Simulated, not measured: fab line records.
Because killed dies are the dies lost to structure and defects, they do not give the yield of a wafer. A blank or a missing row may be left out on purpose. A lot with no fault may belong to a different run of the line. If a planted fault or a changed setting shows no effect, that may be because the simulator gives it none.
Split-lot experiment -- flow n5 finfet -- 7 lots, 21 wafers read, on a route of 1938 steps

## ON THE SPLIT
At N5_PASSIVATION_EXPOSE_07 (exposes mask TV, defocus 0 nm, target cd 3000 nm), the setting dose mj was moved away from the recipe's 22.75 on 8 of the 21 wafers read, by +4.3% to +7.4%. All remaining wafers had this setting at the recipe value.

## FROM THE SPLIT TO THE READING: what the file shows between them, 3 steps
- N5_PASSIVATION_PEB_08
- N5_PASSIVATION_DEVELOP_09: develop time 60 s
- N5_PASSIVATION_HARDBAKE_11: time 120 s

## THE READING
Shown in nm: cd nm at N5_PASSIVATION_CD_MEAS_10, with target cd 3000 nm. Typical for fault-free wafers on this fab line: 2999.8 nm, with standard deviation 2.2 nm.

wafer,"tool, chamber at the split",dose mj as run,against the recipe,"cd nm, nm",against lot-mates on the recipe
L080.2,"krf scanner-02, 0",23.73,+4.3%,3007.5,no lot-mate on the recipe
L080.3,"krf scanner-02, 0",23.73,+4.3%,3005.6,no lot-mate on the recipe
L080.6,"krf scanner-02, 0",23.73,+4.3%,3007.9,no lot-mate on the recipe
L074.2,"krf scanner-01, 0",22.75,recipe,2999.1,-
L074.4,"krf scanner-01, 0",22.75,recipe,3002.8,-
L074.5,"krf scanner-01, 0",22.75,recipe,2999.4,-
L084.1,"krf scanner-02, 0",22.75,recipe,2999.6,-
L084.2,"krf scanner-02, 0",22.75,recipe,3000.2,-
L084.3,"krf scanner-02, 0",22.75,recipe,2999.2,-
L083.2,"krf scanner-01, 0",24.33,+6.9%,3013.7,+13.1
L083.5,"krf scanner-01, 0",22.75,recipe,3002.1,-
L083.6,"krf scanner-01, 0",22.75,recipe,2999.1,-
L087.2,"krf scanner-01, 0",23.93,+5.2%,3012.0,+11.8
L087.4,"krf scanner-01, 0",22.75,recipe,3000.2,-
L087.5,"krf scanner-01, 0",23.93,+5.2%,3009.1,+8.9
L092.2,"krf scanner-02, 0",22.75,recipe,2997.0,-
L092.4,"krf scanner-02, 0",22.75,recipe,2997.8,-
L092.6,"krf scanner-02, 0",22.75,recipe,2998.2,-
L094.1,"krf scanner-01, 0",24.44,+7.4%,3015.9,+14.4
L094.4,"krf scanner-01, 0",24.44,+7.4%,3016.7,+15.2
L094.5,"krf scanner-01, 0",22.75,recipe,3001.5,-

THE FIT
A straight line over all 21 wafers: cd nm changes by +2.08 nm for each +1% of dose mj; r = +0.97; the points scatter about the line by 1.6 nm.
The same after taking each lot's own level away (the mean of its wafers on the recipe; 18 wafers): +1.97 nm for each +1%; r = +0.98; scatter 1.1 nm.
According to that fit, moving dose mj by its largest amount changes the reading by 15 nm.
From 2997.67 to 3001.50 nm: that is the span of the lots' own levels, equal to 1.7 times the standard deviation above.
Hence the lot-to-lot level has little effect on the slope; both slopes agree.
Check: for one of the wafers moved furthest among these (+7.4%), held out of the fit, the line's prediction against its lot-mates is +14.7 nm. It came out at +14.4 nm against them.

## OTHER SPLITS APPLIED TO THESE WAFERS
Note: prior to the reading, these wafers also went through further splits. Each is held against what the fit with the lots' levels taken away leaves over:
other split on the same wafers,wafers away from the commonest value,r with cd nm (lot level and that fit taken away)
N5_BEOL_M14_TRENCH_ETCH_34 time s,8,-0.05
N5_BEOL_M15_SPUTTER_44 power w,9,-0.21

## THE WHOLE CHAIN: every reading that the file lists as answering this split, in the file's order
step,what it does,reading,change (the file's fit),r (the file's)
N5_PASSIVATION_CD_MEAS_10,target cd 3000 nm,cd nm,+1.95 nm for each +1% of the setting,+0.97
N5_PASSIVATION_DESCUM_12,"chemistry O2, time 7.9 s","TV_LITHO.cd nm (the simulator's own value, which no gauge read)",+1.93 nm for each +1% of the setting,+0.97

## FILE'S OWN FIT
cd nm changes by +1.95 nm for each +1% of dose mj, r = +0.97.
